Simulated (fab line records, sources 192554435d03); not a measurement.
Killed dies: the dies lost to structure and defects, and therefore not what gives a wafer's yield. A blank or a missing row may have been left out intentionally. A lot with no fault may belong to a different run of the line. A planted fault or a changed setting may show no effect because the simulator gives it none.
Struck lot and sound lot, side by side -- flow n5Finfet -- 45 out of 1938 route steps
Sound: wafers L445.1, L445.2, L445.6. Struck: wafer L460.4; the same lot's L460.2 was not struck, so it is left out; see the end for the cause.
For every step that has rows: the tool of each side, followed by ch and its chambers, followed by its first start. Under that, the readings that differ: sound wafers -- struck wafers -- difference of the means -- sigmas: that difference in standard deviations of wafers without a fault.
alike: a reading whose means differ by less than 2 such deviations, as well as words and numbers matching on both sides. not compared: withheld readings; readings where some wafer has no value; bounds like >300 that might hide an equal value; numbers whose values overlap and for which the record gives no deviation.
Wherever a step has rows on one side only, a row that says differs or no value, or a row with sigmas, the two part there. Non-overlapping numbers with no deviation appear without sigmas and do not part them. A reading missing from all wafers of one side parts the sides only when that side holds two or more wafers.

first, 11 steps without rows for these wafers: N5_BEOL_M4_DESCUM_33 (chemistry O2, time 7 s); N5_BEOL_M4_ETCH_77 (etches underlayer in N2/H2, target depth 6.5 nm, time 5.2 s); N5_BEOL_M4_ETCH_69 (etches SiARC in CF4, target depth 15.6 nm, time 26 s); N5_BEOL_M4_ALD_98 (deposits SiO2, target thk 2.5 nm, pulse time 1 s, co reactant pulse time 1 s); N5_BEOL_M4_ETCHBACK_99 (etches SiO2 in CHF3, target depth 5 nm, time 10.4 s); N5_BEOL_M4_ETCH_70 (etches SOC in N2/H2, target depth 80 nm, overetch 24 nm, time 130 s); N5_BEOL_M4_STRIP_71 (strips in N2/H2); N5_BEOL_M4_STRIP_78 (strips in N2/H2); N5_BEOL_M4_VIA_ETCH_34 (etches the open film in C4F6/O2, target depth 69.4 nm, time 65.9 s); N5_BEOL_M4_STRIP_83 (strips in C4F6/O2); N5_BEOL_M4_STRIP_36 (strips in N2/H2).
N5_BEOL_M4_TRENCH_ETCH_37: etches SiOC in C4F6/O2, target depth 55.555 nm, time 29.2 s.
  sound on rieDiel-01 ch 0,2, day 9 03:29; struck on rieDiel-01 ch 0, day 12 11:34
reading,sound,struck,difference,sigmas
model.etch.depthNm (nm),56.11 54.05 53.91,29.33,-25.36,
model.BEOL_M4.featureDepthNm (nm),56.2 54 54,29.4,-25.3,
model.TiN_of_BEOL_M4_HM_DEP_02.thkNm (nm),17.8 18 18,19,+1,
  alike: drypumpMotorCurrentA, oesProductAu, rfVppV, showerheadPlenumPTorr, throttleValvePct
  not compared: rfHoursCounterH
then, 2 steps without rows for these wafers: N5_BEOL_M4_ETCH_41 (etches SiCN in CH3F/O2, target depth 29.9 nm, time 52.5 s); N5_BEOL_M4_STRIP_97 (strips in N2/H2, time 10 s).
N5_BEOL_M4_OCD_MEAS_38:
  sound: ocd-02 at day 9 03:39; struck: ocd-02 at day 12 11:43
reading,sound,struck,difference,sigmas
trenchDepthNm (nm),56.0 54.2 53.7,29.3,-25.3,-23
then, 25 steps without rows for these wafers: N5_BEOL_M4_HM_STRIP_39 (strips TiN in peroxide tin strip, target depth 25 nm, time 158 s); N5_BEOL_M4_SRD_40 (time 30 s); N5_BEOL_M4_PRECLEAN_42 (cleans in residue remover, time 60 s); N5_BEOL_M4_SRD_43 (time 30 s); N5_BEOL_M4_DEGAS_44 (time 60 s); N5_BEOL_M4_PRE_CLEAN_45 (time 30 s); N5_BEOL_M4_ALD_84 (deposits TaN, pulse time 2 s, purge time 3 s, co reactant purge time 2 s); N5_BEOL_M4_SURFACE_TREAT_85; N5_BEOL_M4_CVD_47 (deposits Co from CCTBA/H2, target thk 3 nm, time 223.8 s); N5_BEOL_M4_SPUTTER_48 (material Cu, target thk 4.5 nm, time 8.29 s); N5_BEOL_M4_ANNEAL_49 (time 240 s); N5_BEOL_M4_SPUTTER_79 (material Cu, target thk 4.5 nm, time 8.29 s); N5_BEOL_M4_ANNEAL_80 (time 240 s); N5_BEOL_M4_SPUTTER_81 (material Cu, target thk 4.5 nm, time 8.29 s); N5_BEOL_M4_ANNEAL_82 (time 240 s); N5_BEOL_M4_SPUTTER_86 (material Cu, target thk 4.5 nm, time 8.29 s); N5_BEOL_M4_ANNEAL_87 (time 240 s); N5_BEOL_M4_SPUTTER_88 (material Cu, target thk 4.5 nm, time 8.29 s); N5_BEOL_M4_ANNEAL_89 (time 240 s); N5_BEOL_M4_SPUTTER_90 (material Cu, target thk 4.5 nm, time 8.29 s); N5_BEOL_M4_ANNEAL_91 (time 240 s); N5_BEOL_M4_SPUTTER_92 (material Cu, target thk 4.5 nm, time 8.29 s); N5_BEOL_M4_ANNEAL_93 (time 240 s); N5_BEOL_M4_SPUTTER_94 (material Cu, target thk 4.5 nm, time 8.29 s); N5_BEOL_M4_ANNEAL_95 (time 240 s).
N5_BEOL_M4_CMP_52: polishes, stops on SiOC, t overpolish 6.8 s, target thk 40 nm.
  sound on cmp-03 ch 0,2, day 9 07:10; struck on cmp-04 ch 1, day 12 15:34
reading,sound,struck,difference,sigmas
model.Cu_of_BEOL_M4_ECD_50.thkNm (nm),42.6 39.6 39.4,11.8,-28.7,
  alike: motorCurrentA
N5_BEOL_M4_THK_MEAS_53: measures by xrf.
  sound: filmMetro-02 at day 9 07:28; struck: filmMetro-01 at day 12 15:50
reading,sound,struck,difference,sigmas
M4_THK (nm),41.9 38.6 38.7,11.6,-28.1,-18
N5_BEOL_M4_RS_MEAS_58: the measuring method here is four-point-probe.
  sound: filmMetro-01 at day 9 07:43; struck: filmMetro-01 at day 12 16:05
reading,sound,struck,difference,sigmas
M4_RS (ohm/sq),0.62 0.68 0.68,3.63,+2.97,+87
N5_BEOL_M4_RC_MEAS_101:
  the record has rows for the sound wafers here (prober-02 ch 0, day 9 07:47) and none for the struck ones
-- the record jumps here: 5 days lie between the struck wafers' starts before and after (it left off in module BEOL_M4 and takes up again in module PASSIVATION, whose first step shown is number 1936 of the route) --
N5_PASSIVATION_PROBE_49:
  rows exist in the record for the struck wafers here (prober-02, day 17 05:32), but not for the sound ones

== WHERE THEY PART ==
At N5_BEOL_M4_OCD_MEAS_38 first; at N5_PASSIVATION_PROBE_49 last (within this record only).

WHY: whatever the simulator had introduced
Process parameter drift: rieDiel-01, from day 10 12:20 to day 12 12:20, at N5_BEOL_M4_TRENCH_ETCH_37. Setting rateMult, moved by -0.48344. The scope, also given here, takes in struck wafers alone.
